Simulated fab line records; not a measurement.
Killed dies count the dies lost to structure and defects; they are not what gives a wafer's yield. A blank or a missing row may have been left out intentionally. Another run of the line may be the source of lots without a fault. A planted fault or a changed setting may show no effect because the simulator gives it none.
fab line records | flow n5Finfet | part 2 of 2: steps 5 to 6 of 6
[record] lots = 23 wafers = 69 lastDay = 22
route steps=1938 shown BEOL_M8@1345 BEOL_M9@1414
lots untouched by any fault: they come from a run of this same line in which no faults occurred
startH: hours from the record's first day to the start of the lot's first wafer shown | waitH: hours from the lot's prior step to this one | " same as the row above | L1.1+2: a row that stands for several wafers | - no value, or no start was given | * or withheld: withheld | < > ~ a bound
route shown NAME@n: NAME is a module with steps in the file, n the number in the route of the first one | usual: mean/standard deviation of fault-free wafers | same: alike in all rows | chamber/n: place in a boat | sites: per-site readings | _std_site: the values' standard deviation | _edge_site: mean of outer sites minus mean of inner sites | radiusMm: how far each site lies from the wafer's centre | mask NAME#n: copy n | behind: the most recent tool/chamber to have shaped the wafer | hold: cause of the lot's hold/its duration in hours/its outcome | device: whichever transistor did not switch (one of n, p or np) | end of line: tests of these same wafers at the route's end | for a step that has no rows: nothing shown but its recipe | killed: dies that structure and defects cost at the first sort, which is not the same as the wafer's yield | map: per-die view of a wafer (x killed, . not killed, _ where there is no die)
set.NAME: the setting the step ran with; set.NAME@STEP: the setting that earlier step ran with | model.NAME: the simulator's own value behind a step, which no gauge read
a sample of lots followed through the steps of the route, with each step as a table and each wafer as a row
services: from which hour (startH, from the record's first day; less than 0 if before it) a tool's chamber was out of use, for how many hours, and why
[[steps]]
[step N5_BEOL_M9_DESCUM_16]
[recipe] chemistry = O2 timeS = 7.9 sourcePowerW = 50 biasPowerW = 20 pressureMtorr = 20 rfFrequencyHz = 2.712e+07 tempC = 40 resist = CAR-ArF o2FlowSccm = 225
[usual] drypumpMotorCurrentA = 5.8/0.36 oesProductAu = 0.82/0.069 rfVppV = 243.2/1.4 showerheadPlenumPTorr = 2.10/0.069 throttleValvePct = 20.41/0.21
// columns lot.wafer tool chamber startH waitH drypumpMotorCurrentA oesProductAu rfHoursCounterH rfVppV showerheadPlenumPTorr throttleValvePct
L074.1 rieDiel-01 2 229.37 0.0 5.7 0.80 87 243.3 2.12 20.66
L074.3 " 3 " " 6.1 0.87 44 244.5 2.13 20.31
L074.5 " 0 " " 5.4 0.91 - 244.2 2.05 20.38
L075.2 rieDiel-01 3 258.49 0.0 6.1 0.88 53 245.2 2.13 20.33
L075.4 " 1 " " 5.6 0.98 - 245.0 2.23 20.37
L075.5 " 0 " " 5.4 0.89 - 241.3 2.05 20.40
L077.1 rieDiel-06 2 268.04 0.0 5.5 0.77 130 243.8 2.10 20.40
L077.4 " 3 " " 5.8 0.67 255 241.5 1.97 20.31
L077.6 " 2 " " 5.5 0.78 - 242.3 2.10 20.39
L076.4 rieDiel-01 2 277.62 0.0 5.7 0.80 97 241.4 2.11 20.68
L076.5 " 2 " " 5.7 0.79 - 243.4 2.11 20.67
L076.6 " 3 " " 6.1 0.86 - 243.5 2.13 20.33
L078.4 rieDiel-03 0 286.17 0.0 6.0 0.84 67 242.1 2.05 20.66
L078.5 " 1 " " 5.2 0.67 - 244.2 2.14 20.28
L078.6 " 2 " " 5.9 0.80 - 244.4 2.11 20.40
L079.1 rieDiel-06 2 288.99 0.2 5.5 0.77 136 241.2 2.10 20.39
L079.3 " 0 " " 6.5 0.74 175 243.3 2.18 20.46
L079.4 " 2 " " 5.5 0.76 - 242.7 2.10 20.39
L080.3 rieDiel-03 0 300.12 0.0 6.0 0.84 72 242.2 2.05 20.66
L080.4 " 3 " " 6.2 0.78 - 242.7 2.01 20.26
L080.5 " 0 " " 6.0 0.84 - 242.2 2.05 20.67
L081.1 rieDiel-03 0 335.54 0.0 6.0 0.82 85 242.6 2.04 20.68
L081.2 " 1 " " 5.2 0.97 4 242.9 2.14 19.90
L081.4 " 3 " " 6.2 0.77 141 240.2 2.00 20.27
L083.2 rieDiel-06 0 357.63 0.0 6.5 0.73 189 244.4 2.17 20.48
L083.3 " 1 " " 6.2 0.88 50 242.1 2.04 20.47
L083.4 " 2 " " 5.5 0.76 151 243.2 2.10 20.44
L084.4 rieDiel-01 3 358.64 0.0 6.1 0.84 75 245.1 2.12 20.36
L084.5 " 0 " " 5.4 0.86 - 242.1 2.04 20.43
L084.6 " 3 " " 6.1 0.84 - 241.6 2.12 20.34
L085.1 rieDiel-01 1 368.16 0.0 5.6 0.90 27 246.8 2.23 20.40
L085.2 " 2 " " 5.7 0.78 117 244.4 2.11 20.70
L085.6 " 3 " " 6.1 0.84 - 242.1 2.12 20.35
L086.3 rieDiel-01 2 377.10 0.0 5.7 0.77 118 242.5 2.11 20.70
L086.5 " 1 " " 5.7 0.89 - 244.8 2.23 20.40
L086.6 " 2 " " 5.7 0.78 - 243.4 2.11 20.70
L087.2 rieDiel-01 0 387.93 0.0 5.4 0.85 64 241.3 2.04 20.45
L087.4 " 3 " " 6.0 0.83 81 243.9 2.12 20.35
L087.6 " 3 " " 6.0 0.84 - 243.8 2.12 20.38
L090.3 rieDiel-06 1 387.97 0.0 6.3 0.86 56 242.0 2.04 20.48
L090.5 " 1 " " 6.2 0.88 - 243.3 2.04 20.49
L090.6 " 0 " " 6.5 0.73 - 243.2 2.17 20.49
L088.2 rieDiel-03 3 399.68 0.1 6.2 0.76 157 241.2 2.00 20.29
L088.5 " 0 " " 6.0 0.81 - 241.5 2.03 20.71
L088.6 " 3 " " 6.2 0.75 - 240.9 2.00 20.29
L095.4 rieDiel-03 0 415.67 0.1 6.0 0.80 104 241.6 2.03 20.70
L095.5 " 1 " " 5.2 0.92 - 243.9 2.14 19.94
L095.6 " 0 " " 6.0 0.79 - 241.6 2.03 20.71
L097.3 rieDiel-03 0 415.92 0.1 6.0 0.79 104 240.2 2.03 20.72
L097.4 " 3 " " 6.1 0.75 160 240.9 2.00 20.29
L097.5 " 0 " " 6.0 0.79 - 241.3 2.03 20.70
L091.1 rieDiel-01 0 419.80 0.3 5.4 0.84 72 242.1 2.03 20.45
L091.2 " 3 " " 6.1 0.83 90 243.1 2.12 20.38
L091.3 " 1 " " 5.6 0.88 40 245.5 2.22 20.42
L092.1 rieDiel-06 0 428.75 0.0 6.5 0.72 205 243.5 2.17 20.51
L092.2 " 3 " " 5.8 0.89 25 245.1 2.22 19.95
L092.5 " 3 " " 5.8 0.89 - 246.6 2.22 19.95
L089.1 rieDiel-06 2 438.04 0.1 5.5 0.74 170 243.0 2.09 20.44
L089.2 " 1 " " 6.3 0.85 68 241.9 2.04 20.52
L089.3 " 3 " " 5.8 0.89 28 245.1 2.22 19.96
L094.1 rieDiel-01 1 438.23 0.1 5.6 0.87 46 244.2 2.22 20.44
L094.5 " 2 " " 5.7 0.76 - 242.6 2.10 20.74
L094.6 " 3 " " 6.1 0.82 - 243.4 2.11 20.38
L093.1 rieDiel-01 2 440.88 0.0 5.7 0.76 137 242.7 2.10 20.74
L093.4 " 0 " " 5.4 0.83 79 241.7 2.03 20.47
L093.5 " 3 " " 6.1 0.82 - 241.7 2.11 20.38
L082.1 rieDiel-03 3 446.18 0.4 6.2 0.74 170 242.5 1.99 20.31
L082.3 " 1 " " 5.2 0.90 31 244.5 2.13 19.93
L082.6 " 0 " " 6.0 0.79 - 242.3 2.03 20.72
[step N5_BEOL_M9_ETCH_62]
[recipe] chemistry = N2/H2 target = SOC targetDepthA = 1100 overetchA = 220 maskMaterial = SiARC tempC = 40 timeS = 165 ionEnergyEv = 200 pressureMtorr = 30 sourceW = 840 biasW = 150 n2FlowSccm = 200 h2FlowSccm = 200
[usual] drypumpMotorCurrentA = 5.8/0.36 oesProductAu = 0.69/0.055 rfVppV = 523.9/2.6 showerheadPlenumPTorr = 2.55/0.084 throttleValvePct = 17.80/0.2
// columns lot.wafer tool chamber startH waitH drypumpMotorCurrentA oesProductAu rfHoursCounterH rfVppV showerheadPlenumPTorr throttleValvePct
L074.1 rieDiel-01 2 229.46 0.0 5.7 0.67 87 524.3 2.57 18.07
L074.3 " 3 " " 6.0 0.74 44 525.5 2.59 17.67
L074.5 " 0 " " 5.4 0.75 - 522.6 2.49 17.77
L075.2 rieDiel-01 3 258.57 0.0 6.0 0.73 53 524.2 2.59 17.68
L075.4 " 1 " " 5.6 0.82 - 527.5 2.72 17.81
L075.5 " 0 " " 5.4 0.74 - 522.4 2.49 17.76
L077.1 rieDiel-06 2 268.12 0.0 5.5 0.65 130 525.2 2.56 17.72
L077.4 " 3 " " 5.8 0.57 255 520.2 2.40 17.78
L077.6 " 2 " " 5.5 0.66 - 523.5 2.56 17.71
L076.4 rieDiel-01 2 277.70 0.0 5.7 0.68 97 525.4 2.57 18.08
L076.5 " 2 " " 5.7 0.67 - 523.7 2.57 18.08
L076.6 " 3 " " 6.1 0.72 - 525.5 2.59 17.69
L078.4 rieDiel-03 0 286.25 0.0 6.0 0.71 67 521.5 2.48 17.92
L078.5 " 1 " " 5.2 0.58 - 526.3 2.61 17.74
L078.6 " 2 " " 5.9 0.68 - 525.1 2.58 17.86
L079.1 rieDiel-06 2 289.08 0.0 5.5 0.65 137 523.6 2.55 17.71
L079.3 " 0 " " 6.5 0.63 175 526.8 2.64 17.89
L079.4 " 2 " " 5.5 0.65 - 523.4 2.55 17.73
L080.3 rieDiel-03 0 300.20 0.0 6.0 0.70 72 521.5 2.47 17.95
L080.4 " 3 " " 6.2 0.66 - 520.2 2.44 17.62
L080.5 " 0 " " 6.0 0.70 - 523.0 2.47 17.91
L081.1 rieDiel-03 0 335.62 0.0 6.0 0.69 85 520.1 2.47 17.95
L081.2 " 1 " " 5.2 0.82 4 525.3 2.60 17.33
L081.4 " 3 " " 6.2 0.66 141 520.5 2.44 17.63
L083.2 rieDiel-06 0 357.72 0.0 6.5 0.62 189 526.5 2.63 17.92
L083.3 " 1 " " 6.3 0.74 50 520.5 2.48 17.87
L083.4 " 2 " " 5.5 0.65 151 524.5 2.55 17.75
L084.4 rieDiel-01 3 358.72 0.0 6.1 0.71 75 525.1 2.58 17.74
L084.5 " 0 " " 5.4 0.72 - 520.5 2.48 17.81
L084.6 " 3 " " 6.1 0.71 - 524.2 2.58 17.72
L085.1 rieDiel-01 1 368.25 0.0 5.7 0.76 27 527.8 2.71 17.84
L085.2 " 2 " " 5.7 0.66 117 524.2 2.56 18.11
L085.6 " 3 " " 6.1 0.71 - 525.4 2.58 17.72
L086.3 rieDiel-01 2 377.18 0.0 5.7 0.66 118 524.1 2.56 18.14
L086.5 " 1 " " 5.6 0.76 - 529.3 2.71 17.86
L086.6 " 2 " " 5.7 0.66 - 524.4 2.56 18.11
L087.2 rieDiel-01 0 388.02 0.0 5.4 0.70 64 521.7 2.47 17.82
L087.4 " 3 " " 6.1 0.70 81 525.6 2.58 17.73
L087.6 " 3 " " 6.1 0.70 - 524.2 2.58 17.72
L090.3 rieDiel-06 1 388.05 0.0 6.3 0.73 56 521.7 2.48 17.89
L090.5 " 1 " " 6.3 0.73 - 522.7 2.48 17.88
L090.6 " 0 " " 6.5 0.62 - 526.3 2.63 17.94
L088.2 rieDiel-03 3 399.77 0.0 6.2 0.64 158 520.2 2.43 17.66
L088.5 " 0 " " 6.0 0.68 - 522.6 2.46 17.98
L088.6 " 3 " " 6.2 0.64 - 520.4 2.43 17.66
L095.4 rieDiel-03 0 415.76 0.0 6.0 0.68 104 521.0 2.46 18.00
L095.5 " 1 " " 5.2 0.78 - 524.1 2.60 17.36
L095.6 " 0 " " 6.0 0.67 - 520.2 2.46 17.98
L097.3 rieDiel-03 0 416.01 0.0 6.0 0.67 104 520.1 2.46 17.98
L097.4 " 3 " " 6.2 0.64 160 519.5 2.43 17.67
L097.5 " 0 " " 6.0 0.67 - 522.3 2.46 17.99
L091.1 rieDiel-01 0 419.88 0.0 5.4 0.70 72 522.6 2.47 17.83
L091.2 " 3 " " 6.1 0.70 90 525.3 2.57 17.74
L091.3 " 1 " " 5.6 0.74 40 527.8 2.70 17.87
L092.1 rieDiel-06 0 428.84 0.0 6.5 0.62 205 526.9 2.62 17.93
L092.2 " 3 " " 5.8 0.77 25 527.2 2.71 17.37
L092.5 " 3 " " 5.8 0.75 - 529.8 2.71 17.37
L089.1 rieDiel-06 2 438.12 0.0 5.5 0.64 170 523.7 2.54 17.78
L089.2 " 1 " " 6.2 0.71 68 521.7 2.48 17.89
L089.3 " 3 " " 5.8 0.75 28 528.2 2.71 17.37
L094.1 rieDiel-01 1 438.32 0.0 5.6 0.73 46 528.5 2.70 17.89
L094.5 " 2 " " 5.7 0.64 - 523.6 2.55 18.14
L094.6 " 3 " " 6.1 0.68 - 523.0 2.57 17.77
L093.1 rieDiel-01 2 440.97 0.0 5.7 0.64 137 523.9 2.55 18.15
L093.4 " 0 " " 5.4 0.69 79 523.4 2.47 17.85
L093.5 " 3 " " 6.1 0.69 - 523.7 2.57 17.77
L082.1 rieDiel-03 3 446.26 0.0 6.2 0.63 170 520.3 2.43 17.69
L082.3 " 1 " " 5.2 0.76 31 524.7 2.59 17.38
L082.6 " 0 " " 6.0 0.66 - 521.1 2.46 17.99
[[services]]
// columns tool chamber startH hours kind
rieDiel-01 2 208.89 1.8 repair
rieDiel-04 3 212.32 - clean
rieDiel-04 3 212.32 - consumableReplace:focusRing
rieDiel-04 3 212.32 13.7 scheduledDown
rieDiel-04 3 212.32 13.7 ventCycle
rieDiel-01 - 225.35 2.8 pm
rieDiel-01 1 228.66 - clean
rieDiel-01 1 228.66 - consumableReplace:focusRing
rieDiel-01 1 228.66 - consumableReplace:showerhead
rieDiel-01 1 228.66 18.6 scheduledDown
rieDiel-01 1 228.66 18.6 ventCycle
rieDiel-02 - 238.40 0.2 repair
rieDiel-02 0 251.28 2.0 repair
rieDiel-01 2 254.21 11.8 repair
rieDiel-06 3 270.58 2.7 repair
rieDiel-04 2 292.39 - clean
rieDiel-01 0 323.77 1.3 repair
rieDiel-05 1 333.99 5.9 repair
rieDiel-02 3 335.79 4.6 repair
rieDiel-04 3 382.33 7.4 repair
rieDiel-04 0 393.93 4.7 repair
rieDiel-04 0 401.55 15.5 repair
rieDiel-02 0 421.32 2.2 repair
rieDiel-01 - 424.75 0.6 repair
